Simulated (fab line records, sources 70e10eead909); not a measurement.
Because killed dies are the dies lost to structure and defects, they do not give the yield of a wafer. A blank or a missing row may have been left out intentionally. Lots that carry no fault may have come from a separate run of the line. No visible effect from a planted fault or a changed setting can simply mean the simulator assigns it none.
fab line records -- flow nand_harc
record: lots: 6, wafers: 18, last_day: 34
route steps=1302 shown A_ONON_D1@445 A_CHANNEL_HOLE_D1@450 END@1302
lots that met no fault: from a run of the same line without faults
start_h: the number of hours between the record's first day and the start of the first shown wafer of the lot -- wait_h: time in hours since the lot's previous step -- " identical to the entry in the row above -- L1.1+2: a row that stands for several wafers -- - value missing, or start not given -- * or withheld: withheld -- < > ~ a bound
route shown NAME@n: names a module that has steps shown in the file, with the first one's number in the route -- usual: mean/standard deviation of fault-free wafers -- same: alike in all rows -- chamber/n: place in a boat -- sites: readings site by site -- _std_site: how widely they spread, as a standard deviation -- _edge_site: mean of outer sites minus mean of inner sites -- radius_mm: how far each site lies from the wafer's centre -- mask NAME#n: copy n -- behind: the most recent tool/chamber to have shaped the wafer -- hold: what put the lot on hold/how long, in hours/how the hold closed -- device: the n, p or np transistor that did not switch -- end of line: the same wafers' tests at the end of the route -- a step with no rows: only its recipe -- killed: count of dies lost to structure and defects at first sort (not the wafer's yield) -- map: dies across one wafer; x = killed, . = not, _ = none there
set.NAME: the setting as run; set.NAME@STEP: as run at that earlier step -- model.NAME: the simulator's own value behind a step, which no gauge read
lots at selected steps of the route; one table per step, one row per wafer
services: from which hour (start_h, from the record's first day; less than 0 if before it) a tool's chamber was out of use, for how many hours, and why
== steps ==
step: NHARC_A_ONON_D1_THK_MEAS_30
recipe: thk_meas_gauge: ellipsometry
usual: thk_nm: 1000/8.7
lot.wafer,tool,chamber,start_h,wait_h,thk_nm
L666.1,film_metro-01,-,189.83,-,1011
L666.4,film_metro-01,-,189.83,-,1011
L666.5,film_metro-01,-,189.83,-,1013
L667.1,film_metro-02,-,201.98,-,1009
L667.4,film_metro-02,-,201.98,-,1009
L667.5,film_metro-02,-,201.98,-,1011
L681.1,film_metro-02,-,337.79,-,976
L681.3,film_metro-02,-,337.79,-,977
L681.6,film_metro-02,-,337.79,-,976
L682.1,film_metro-02,-,354.33,-,995
L682.3,film_metro-02,-,354.33,-,994
L682.6,film_metro-02,-,354.33,-,996
L686.1,film_metro-01,-,387.40,-,1009
L686.3,film_metro-01,-,387.40,-,1008
L686.5,film_metro-01,-,387.40,-,1009
L687.1,film_metro-02,-,409.69,-,999
L687.3,film_metro-02,-,409.69,-,998
L687.5,film_metro-02,-,409.69,-,1000
step: NHARC_A_ONON_D1_DEP_33
recipe: target_thk_a: 2000, temp_c: 400, pressure_torr: 6.5, rf_w: 900, teos_flow_sccm: 161.4, flow_sccm: 2650, target_thk_nm: 200, gas: O2, material: SiO2
usual: heater_power_w: 477/84, throttle_valve_pct: 16.1/0.64
lot.wafer,tool,chamber,start_h,wait_h,heater_power_w,throttle_valve_pct
L666.1,pecvd-02,1,189.93,0.1,479,17.0
L666.5,pecvd-02,0,189.93,0.1,570,16.2
L666.4,pecvd-02,2,189.93,0.1,239,15.7
L667.1,pecvd-01,0,202.09,0.1,599,16.3
L667.5,pecvd-01,2,202.09,0.1,488,14.4
L667.4,pecvd-01,0,202.09,0.1,625,16.4
L681.3,pecvd-04,2,337.89,0.1,429,16.0
L681.1,pecvd-04,0,337.89,0.1,543,16.3
L681.6,pecvd-04,2,337.89,0.1,456,15.6
L682.1,pecvd-01,2,354.38,0.1,418,14.8
L682.3,pecvd-01,0,354.38,0.1,544,16.7
L682.6,pecvd-01,1,354.38,0.1,447,15.7
L686.3,pecvd-04,2,387.46,0.1,399,16.1
L686.1,pecvd-04,1,387.46,0.1,487,16.6
L686.5,pecvd-04,1,387.46,0.1,503,16.2
L687.3,pecvd-04,2,409.80,0.1,416,15.9
L687.1,pecvd-04,1,409.80,0.1,423,16.4
L687.5,pecvd-04,2,409.80,0.1,428,16.0
step: NHARC_A_ONON_D1_THK_MEAS_34
recipe: thk_meas_gauge: ellipsometry
usual: thk_nm: 199.9/2.7
lot.wafer,tool,chamber,start_h,wait_h,thk_nm
L666.1,film_metro-01,-,190.30,-,201.6
L666.4,film_metro-01,-,190.30,-,205.8
L666.5,film_metro-01,-,190.30,-,200.1
L667.1,film_metro-02,-,202.45,-,200.6
L667.4,film_metro-02,-,202.45,-,202.8
L667.5,film_metro-02,-,202.45,-,201.7
L681.1,film_metro-02,-,338.26,-,197.4
L681.3,film_metro-02,-,338.26,-,196.2
L681.6,film_metro-02,-,338.26,-,201.0
L682.1,film_metro-02,-,354.80,-,199.0
L682.3,film_metro-02,-,354.80,-,199.2
L682.6,film_metro-02,-,354.80,-,200.4
L686.1,film_metro-01,-,387.87,-,198.2
L686.3,film_metro-01,-,387.87,-,197.6
L686.5,film_metro-01,-,387.87,-,200.8
L687.1,film_metro-02,-,410.21,-,199.5
L687.3,film_metro-02,-,410.21,-,196.8
L687.5,film_metro-02,-,410.21,-,197.1
step: NHARC_A_ONON_D1_INSPECT_32
usual: raw_defect_count: 78/24
lot.wafer,tool,chamber,start_h,wait_h,raw_defect_count
L666.1,defect_inspect-01,-,190.36,0.0,153
L666.4,defect_inspect-01,-,190.36,0.0,95
L666.5,defect_inspect-01,-,190.36,0.0,101
L667.1,defect_inspect-02,-,202.54,0.0,59
L667.4,defect_inspect-02,-,202.54,0.0,59
L667.5,defect_inspect-02,-,202.54,0.0,64
L681.1,defect_inspect-01,-,338.34,0.0,70
L681.3,defect_inspect-01,-,338.34,0.0,43
L681.6,defect_inspect-01,-,338.34,0.0,89
L682.1,defect_inspect-02,-,354.88,0.0,92
L682.3,defect_inspect-02,-,354.88,0.0,120
L682.6,defect_inspect-02,-,354.88,0.0,82
L686.1,defect_inspect-02,-,387.94,0.0,86
L686.3,defect_inspect-02,-,387.94,0.0,65
L686.5,defect_inspect-02,-,387.94,0.0,60
L687.1,defect_inspect-02,-,410.30,0.0,93
L687.3,defect_inspect-02,-,410.30,0.0,97
L687.5,defect_inspect-02,-,410.30,0.0,113
step: NHARC_A_CHANNEL_HOLE_D1_DEP_00
recipe: target_thk_a: 31000, temp_c: 400, material: aC
usual: throttle_valve_pct: 35.000/0.009
lot.wafer,tool,chamber,start_h,wait_h,throttle_valve_pct
L666.1,acl_dep-02,0,196.00,5.6,34.996
L666.4,acl_dep-02,0,196.00,5.6,34.997
L666.5,acl_dep-02,0,196.00,5.6,34.995
L667.1,acl_dep-02,0,203.51,1.0,35.011
L667.4,acl_dep-02,0,203.51,1.0,35.013
L667.5,acl_dep-02,0,203.51,1.0,35.001
L681.1,acl_dep-02,0,338.41,0.1,34.997
L681.3,acl_dep-02,0,338.41,0.1,34.985
L681.6,acl_dep-02,0,338.41,0.1,35.002
L682.1,acl_dep-02,0,355.95,1.1,35.002
L682.3,acl_dep-02,0,355.95,1.1,35.002
L682.6,acl_dep-02,0,355.95,1.1,34.989
L686.1,acl_dep-02,0,388.01,0.1,35.001
L686.3,acl_dep-02,0,388.01,0.1,35.018
L686.5,acl_dep-02,0,388.01,0.1,34.983
L687.1,acl_dep-01,0,411.51,1.2,35.007
L687.3,acl_dep-01,0,411.51,1.2,35.004
L687.5,acl_dep-01,0,411.51,1.2,34.996
step: NHARC_A_CHANNEL_HOLE_D1_DEP_01
recipe: target_thk_a: 1400, target_thk_nm: 140, temp_c: 400, pressure_torr: 3.5, flow_sccm: 200, rf_w: 350, material: SiON
usual: heater_power_w: 708/100
lot.wafer,tool,chamber,start_h,wait_h,heater_power_w
L666.1,pecvd-02,0,198.02,1.7,775
L666.5,pecvd-02,2,198.02,1.7,509
L666.4,pecvd-02,0,198.02,1.7,774
L667.1,pecvd-01,2,205.47,1.6,642
L667.5,pecvd-01,2,205.47,1.6,631
L667.4,pecvd-01,0,205.47,1.6,751
L681.1,pecvd-03,2,340.36,1.6,705
L681.3,pecvd-03,0,340.36,1.6,686
L681.6,pecvd-03,1,340.36,1.6,801
L682.3,pecvd-02,1,357.88,1.0,623
L682.1,pecvd-02,0,357.88,1.0,691
L682.6,pecvd-02,1,357.88,1.0,654
L686.3,pecvd-01,0,389.91,1.0,751
L686.1,pecvd-01,1,389.91,1.0,687
L686.5,pecvd-01,2,389.91,1.0,688
L687.1,pecvd-01,1,413.43,1.6,614
L687.3,pecvd-01,2,413.43,1.6,737
L687.5,pecvd-01,1,413.43,1.6,642
step: NHARC_A_CHANNEL_HOLE_D1_DEHYDRATE_02
recipe: temp_c: 150, time_s: 120
step: NHARC_A_CHANNEL_HOLE_D1_HMDS_03
recipe: time_s: 30
step: NHARC_A_CHANNEL_HOLE_D1_COAT_36
recipe: temp_c: 260, time_s: 75
step: NHARC_A_CHANNEL_HOLE_D1_COAT_37
recipe: temp_c: 225, time_s: 65
step: NHARC_A_CHANNEL_HOLE_D1_COAT_04
recipe: spin_rpm: 1500, resist_thk_nm: 90
step: NHARC_A_CHANNEL_HOLE_D1_SOFTBAKE_05
recipe: temp_c: 105, time_s: 55
usual: heater_power_total_W: 188.44/0.13
lot.wafer,tool,chamber,start_h,wait_h,heater_power_total_W
L666.1,litho_track-04,0,198,-,188.43
L666.4,litho_track-04,0,198,-,188.32
L666.5,litho_track-04,0,198,-,188.31
L667.1,litho_track-06,0,205,-,188.30
L667.4,litho_track-06,0,205,-,188.35
L667.5,litho_track-06,0,205,-,188.45
L681.1,litho_track-04,0,340,-,191.51
L681.3,litho_track-04,0,340,-,191.48
L681.6,litho_track-04,0,340,-,191.39
L682.1,litho_track-04,0,358,-,191.48
L682.3,litho_track-04,0,358,-,191.60
L682.6,litho_track-04,0,358,-,191.69
L686.1,litho_track-06,0,390,-,188.34
L686.3,litho_track-06,0,390,-,188.52
L686.5,litho_track-06,0,390,-,188.27
L687.1,litho_track-01,0,413,-,188.39
L687.3,litho_track-01,0,413,-,188.61
L687.5,litho_track-01,0,413,-,188.26
step: NHARC_A_CHANNEL_HOLE_D1_EBR_06
step: NHARC_END_SORT_01
recipe: temp_c: 25
usual: killed_at_array: 56/21, killed_at_other: 1.2/1.6, killed_at_periphery: 3.7/2.5, killed_dies: 61/21, killed_open: 3.1/1.8, killed_short: 2.8/1.7
same: gross_dies: 677
lot.wafer,tool,chamber,start_h,wait_h,killed_at_array,killed_at_other,killed_at_periphery,killed_dies,killed_open,killed_short
L667.1,prober-02,0,608.41,2.5,26,0,8,34,7,4
L667.4,prober-02,0,610.81,3.4,23,0,2,25,3,1
L667.5,prober-02,0,611.60,3.7,30,0,4,34,2,4
L686.1,prober-02,0,780.19,2.5,47,0,6,53,2,2
L686.3,prober-02,0,781.79,3.1,43,1,7,51,2,6
L686.5,prober-02,0,783.40,3.7,42,0,4,46,3,3
killed by level:class
L667.1 A_CHANNEL_HOLE_D2:chamber_film_flake=9 A_STAIRCASE:chamber_film_flake=6 A_CHANNEL_HOLE_D1:chamber_film_flake=3 P_GATE:geometric_particle:short=2 P_M0:geometric_particle:open=2 A_CHANNEL_FILL_D1:geometric_particle:open=2 P_BONDPAD:chamber_film_flake=2 P_GATE:geometric_particle:open=1
L667.4 A_STAIRCASE:chamber_film_flake=8 A_CHANNEL_HOLE_D2:chamber_film_flake=6 A_CHANNEL_HOLE_D1:chamber_film_flake=4 A_CONTACT:chamber_film_flake=2 P_M0:geometric_particle:open=1 A_ONON_D1:geometric_particle:open=1 A_DECK1_JOINT:geometric_particle:open=1 A_CONTACT:geometric_particle:short=1
L667.5 A_CHANNEL_HOLE_D2:chamber_film_flake=11 A_STAIRCASE:chamber_film_flake=7 A_CONTACT:chamber_film_flake=4 A_SLIT:chamber_film_flake=2 P_M0:geometric_particle:open=1 P_M0:geometric_particle:short=1 A_ONON_D1:geometric_particle:short=1 A_CHANNEL_FILL_D1:geometric_particle:short=1
L686.1 A_CHANNEL_HOLE_D1:chamber_film_flake=18 A_SLIT:chamber_film_flake=13 P_CONTACT:chamber_film_flake=6 A_STAIRCASE:chamber_film_flake=4 A_CONTACT:chamber_film_flake=4 A_WL_FILL:chamber_film_flake=2 A_DECK1_JOINT:geometric_particle:open=1 A_CHANNEL_FILL_D2:geometric_particle:open=1
L686.3 A_CHANNEL_HOLE_D1:chamber_film_flake=19 A_SLIT:chamber_film_flake=9 A_CHANNEL_FILL_D1:geometric_particle:short=3 P_GATE:chamber_film_flake=3 P_CONTACT:chamber_film_flake=3 A_CONTACT:chamber_film_flake=3 A_ONON_D1:geometric_particle:short=2 A_CHANNEL_FILL_D1:chamber_film_flake=2
L686.5 A_CHANNEL_HOLE_D1:chamber_film_flake=14 A_SLIT:chamber_film_flake=9 A_CONTACT:chamber_film_flake=7 A_WL_FILL:chamber_film_flake=4 A_ONON_D2:geometric_particle:short=2 P_GATE:chamber_film_flake=2 A_STAIRCASE:chamber_film_flake=2 P_CONTACT:geometric_particle:open=1
== services ==
tool,chamber,start_h,hours,kind
litho_track-06,-,179.00,7.0,pm
pecvd-03,-,185.23,13.0,pm
acl_dep-01,-,187.03,13.0,pm
litho_track-04,-,203.00,7.0,pm
pecvd-02,-,227.71,13.0,pm
acl_dep-02,-,246.59,13.0,pm
pecvd-04,-,269.21,13.0,pm
pecvd-01,-,311.00,13.0,pm
pecvd-01,0,311.00,13.0,vent_cycle
pecvd-01,1,311.00,13.0,vent_cycle
pecvd-01,2,311.00,13.0,vent_cycle
pecvd-01,0,324.00,-,clean
pecvd-01,1,324.00,-,clean
litho_track-01,-,330.00,7.0,pm
pecvd-02,2,331.50,2.7,repair
pecvd-04,-,344.28,4.8,repair
litho_track-06,-,354.00,7.0,pm
pecvd-01,2,358.90,8.7,repair
pecvd-03,-,366.35,13.0,pm
acl_dep-01,-,369.23,13.0,pm
litho_track-04,-,378.00,7.0,pm
pecvd-03,2,384.68,16.1,repair
pecvd-02,0,404.50,20.8,repair
pecvd-02,-,408.71,13.0,pm
== key ==
first_sign: step: NHARC_A_CHANNEL_HOLE_D1_SOFTBAKE_05, reading: heater_power_total_W, direction: up, sigmas: 25, usual: *, struck: *
effect none on later readings
met_at NHARC_A_CHANNEL_HOLE_D1_SOFTBAKE_05
struck_wafers L681.1,L681.3,L681.6,L682.1,L682.3,L682.6
tester_left_out L681,L682
onset_between 198 340
fault: kind: process_parameter_drift, tool: litho_track-04, chamber: -, onset_h: 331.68, steps: NHARC_A_CHANNEL_HOLE_D1_SOFTBAKE_05, channel: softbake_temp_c, offset: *, shape: step, end_h: 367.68, acts_in: *, stated: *
tester_left_out: of these lots the tester's yield and bins aren't shown, on N5 and GAA mostly nor the transistor test; their killed dies are dies lost to structure and defects alone, not to doping, threshold or leakage, so they don't give the yield
